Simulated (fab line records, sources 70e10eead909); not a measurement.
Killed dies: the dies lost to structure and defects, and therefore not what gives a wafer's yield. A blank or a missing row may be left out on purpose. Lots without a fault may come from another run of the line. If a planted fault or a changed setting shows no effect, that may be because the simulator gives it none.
Matching of chambers ; flow nand_harc ; NHARC_P_M2_ETCH_28 on rie_diel-04: 4 sister chambers
The step etches the open film in CF4/N2, target depth 30 nm, time 72.99 s. 7 wafers are shown with their chamber, then 7 later ones without.

## EACH WAFER AND ITS CHAMBER
wafer;chamber;drypump_motor_current_A (A);rf_vpp_V (V)
L241.3;2;6.23;314.6
L240.1;3;5.83;316.4
L240.4;2;6.23;313.8
L247.1;0;6.25;310.6
L247.3;1;5.69;313.9
L247.6;0;6.24;312.5
L248.3;1;5.66;313.6

## WAFERS WITH NO CHAMBER GIVEN
wafer;drypump_motor_current_A (A);rf_vpp_V (V)
L248.4;5.82;316.4
L248.5;5.82;317.3
L255.1;6.23;315.1
L255.3;6.25;310.6
L254.1;5.87;316.4
L256.1;6.22;311.7
L256.6;5.81;317.5

## THE CHAMBER EACH PASSED THROUGH
wafer;from the rows above;in truth
L248.4;3;3
L248.5;3;3
L255.1;2;2
L255.3;0;0
L254.1;3;3
L256.1;can't be placed: 0 or 2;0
L256.6;3;3
Correct placement for 6 of the 7. Cannot be placed on the basis of these rows: 1; the candidates contain the true chamber in 1. Placed wrongly: 0.
How it was worked out, from the rows above alone: a wafer's distance from a chamber is the root of the sum, over the readings, of the square of ((its reading less the chamber's mean) divided by the reading's scatter). The wafer belongs to the nearest chamber; if the next one is less than 2 further off, it can't be placed. A chamber's mean is the mean of its shown wafers. The scatter: take each reading less its chamber's mean, square it, sum over the shown wafers, divide by the number of wafers less the number of chambers, and take the root.
